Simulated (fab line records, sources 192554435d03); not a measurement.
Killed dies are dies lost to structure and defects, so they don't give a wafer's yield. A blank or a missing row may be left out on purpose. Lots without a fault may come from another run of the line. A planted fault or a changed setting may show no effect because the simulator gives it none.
A struck lot beside a sound one | flow n5_finfet | 40 steps out of a route of 1938
Sound: wafers L969.2, L969.4, L969.6. Struck: wafers L963.1, L963.2, L963.6. The cause comes at the end.
At each step with rows: each side's tool, then ch and its chambers, then its first start. Under that, the readings that differ: sound wafers | struck wafers | difference of the means | sigmas: that difference in standard deviations of wafers without a fault.
alike: readings whose means differ by less than 2 such deviations, and words and numbers that are the same on both sides. not compared: withheld readings, readings that some wafer has no value for, bounds like >300 that may hide the same value, and numbers for which the record gives no deviation and whose values overlap.
The two part at a step that has a row with sigmas, a row that says differs or no value, or rows on one side only. Numbers that don't overlap but have no deviation are shown without sigmas and don't part them. A reading that every wafer of one side lacks parts them only if that side has two wafers or more.

first, 12 steps without rows for these wafers: N5_STI_FIN_REVEAL_ETCHBACK_08 (etches SiO2 in C4F6/O2, target depth 30.5 nm, time 10.167 s); N5_STI_FIN_REVEAL_STRIP_24 (strips in N2/H2, time 90 s); N5_STI_FIN_REVEAL_PRECLEAN_25 (cleans in SPM, time 90 s); N5_STI_FIN_REVEAL_PRECLEAN_26 (cleans in SC1, time 45 s); N5_STI_FIN_REVEAL_PRECLEAN_29 (cleans in DHF, time 30 s); N5_STI_FIN_REVEAL_SRD_12 (time 30 s); N5_STI_FIN_REVEAL_RECESS_09 (chemistry HF/NH3, target SiO2, afs cycles 11, target depth 42.5 nm, sublimation time 60 s); N5_STI_FIN_REVEAL_STRIP_16 (strips SiNx in H3PO4, target depth 23.8 nm); N5_STI_FIN_REVEAL_PRECLEAN_17 (cleans in NF3:NH3, afs cycles 1, time 20 s, sublimation time 60 s); N5_STI_FIN_REVEAL_ETCH_34 (etches Si in H2, material Si, target depth 0.97 nm); N5_STI_FIN_REVEAL_OXIDATION_31 (chemistry O2 PLASMA REMOTE, time 20 s); N5_STI_FIN_REVEAL_PRECLEAN_32 (cleans in NF3:NH3, afs cycles 1, time 20 s, sublimation time 60 s).
N5_STI_FIN_REVEAL_STRIP_35: strips Si3N4 in H3PO4, target depth 4 nm, time 39 s.
  sound on wet_bench-02 ch 1,6,7, day 6 12:40; struck on wet_bench-04 ch 4,5,7, day 5 04:37
  no value came back on the struck wafers for bath_guard_temp_C (C), bath_heat_duty_pct (%); on the sound wafers bath_guard_temp_C (C) reads 164.3 164.6 164.7
  reading                                             | sound       | struck | difference | sigmas
  model.Si_of_PMOS_HMC_CHANNEL_EPI_EPI_26.thk_nm (nm) | 2.6 2.6 2.6 | 3 3 3  | +0         |
then, 2 steps without rows for these wafers: N5_STI_FIN_REVEAL_SRD_21 (time 30 s); N5_STI_FIN_REVEAL_OXIDATION_33 (chemistry O2 PLASMA REMOTE, time 20 s).
N5_STI_FIN_REVEAL_CLEAN_19: cleans in O3/DIW, time 120 s.
  sound on wet_bench-04 ch 3,4,7, day 6 12:49; struck on wet_bench-04 ch 3,4,5, day 5 04:46
  reading                                             | sound       | struck      | difference | sigmas
  model.Si_of_PMOS_HMC_CHANNEL_EPI_EPI_26.thk_nm (nm) | 2.4 2.4 2.4 | 2.8 2.8 2.8 | +0.4       |
  alike: bath_heat_duty_pct
then, 1 step without rows for these wafers: N5_STI_FIN_REVEAL_SRD_23 (time 30 s).
N5_STI_FIN_REVEAL_FIN_H_MEAS_10:
  sound on ocd-02, day 6 12:55; struck on ocd-02, day 5 04:52
  reading              | sound          | struck         | difference | sigmas
  trench_depth_nm (nm) | 51.0 52.4 51.7 | 48.4 48.8 48.3 | -3.2       | -5
then, 20 steps without rows for these wafers: N5_STI_FIN_REVEAL_PRECLEAN_18 (cleans in SC2, time 45 s); N5_STI_FIN_REVEAL_SRD_28 (time 30 s); N5_DUMMY_GATE_PRECLEAN_00 (cleans in O3/DIW, time 60 s); N5_DUMMY_GATE_SRD_01 (time 30 s); N5_DUMMY_GATE_ALD_02 (deposits SiO2, target thk 2 nm, pulse time 1 s); N5_DUMMY_GATE_CVD_03 (deposits a-Si from SiH4, target thk 150 nm, time 8042 s); N5_DUMMY_GATE_PRECLEAN_46 (cleans in DIW, time 89.5 s); N5_DUMMY_GATE_SRD_47 (dry time 32 s); N5_DUMMY_GATE_CMP_04 (polishes a-Si); N5_DUMMY_GATE_HM_DEP_06 (deposits SiNx from DCS/NH3, target thk 80 nm, time 5141 s); N5_DUMMY_GATE_PECVD_30 (deposits SiO2 from TEOS/O2, target thk 55 nm, time 10.8 s); N5_DUMMY_GATE_COAT_34 (time 60 s, resist thk 60 nm); N5_DUMMY_GATE_COAT_35 (time 60 s, resist thk 10 nm); N5_DUMMY_GATE_COAT_28 (time 60 s, resist thk 10 nm); N5_DUMMY_GATE_COAT_09 (resist thk 30 nm); N5_DUMMY_GATE_EBR_11; N5_DUMMY_GATE_SOFTBAKE_10 (time 60 s); N5_DUMMY_GATE_EXPOSE_12 (exposes mask GATE, target cd 25 nm); N5_DUMMY_GATE_PEB_13 (peb time 60 s); N5_DUMMY_GATE_DEVELOP_14 (develop time 30 s).
-- the record jumps here: 6 days lie between the struck wafers' starts before and after (it left off in module DUMMY_GATE and takes up again in module BEOL_M4, whose first step shown is number 1111 of the route) --
N5_BEOL_M4_RC_MEAS_101:
  sound on prober-01 ch 0, day 12 12:07; struck on prober-02 ch 0, day 11 04:00
  reading            | sound          | struck         | difference | sigmas
  DIBL_N (mV/V)      | 37.0 33.8 32.8 | 45.8 39.4 42.1 | +7.9       | +4
  DIBL_P (mV/V)      | 36.1 33.0 30.6 | 44.7 39.9 42.4 | +9.1       | +4
  IOFF_N (nA/um)     | 0.16 0.12 0.10 | 0.63 0.24 0.39 | +0.29      | +8
  IOFF_N_85C (nA/um) | 3.0 2.4 2.1    | 9.9 4.5 6.6    | +4.5       | +8
  IOFF_P (nA/um)     | 0.20 0.16 0.13 | 0.47 0.28 0.37 | +0.21      | +6
  IOFF_P_85C (nA/um) | 3.5 2.9 2.5    | 7.1 4.6 5.9    | +2.9       | +6
  SS_N (mV/dec)      | 71.7 70.5 69.7 | 78.7 73.2 76.3 | +5.4       | +9
  SS_P (mV/dec)      | 73.3 72.4 71.9 | 77.6 74.2 76.0 | +3.4       | +5
  VT_N (mV)          | 252 256 260    | 245 247 244    | -11        | -3
  alike: ION_N, ION_P, VT_P
-- the record jumps here: 5 days lie between the struck wafers' starts before and after (it left off in module BEOL_M4 and takes up again in module PASSIVATION, whose first step shown is number 1936 of the route) --
N5_PASSIVATION_PROBE_49:
  sound on prober-01, day 17 07:01; struck on prober-01, day 15 16:37
  reading                | sound          | struck        | difference | sigmas
  killed_at_M4_up        | 18 19 20       | 5 4 9         | -13        | -2
  sort_bin_4_leakage (%) | 0 0 0          | 87.71 0 10.59 | +32.77     | +99 or more
  sort_n_pass            | 1076 1069 1064 | 76 1059 924   | -383       | -23
  sort_yield_pct (%)     | 91.2 90.6 90.2 | 6.4 89.7 78.3 | -32.5      | -23
  alike: defect_limited_yield, killed_at_M0_to_M3, killed_at_contacts, killed_at_front_end, killed_at_other, killed_dies, killed_open, killed_short, sort_bin_5_function, sort_bin_6_memory
  not compared: sort_bin_8_speed

WHERE THEY PART
First at N5_STI_FIN_REVEAL_STRIP_35; last, within this record, at N5_PASSIVATION_PROBE_49.

WHY: what the simulator had put in
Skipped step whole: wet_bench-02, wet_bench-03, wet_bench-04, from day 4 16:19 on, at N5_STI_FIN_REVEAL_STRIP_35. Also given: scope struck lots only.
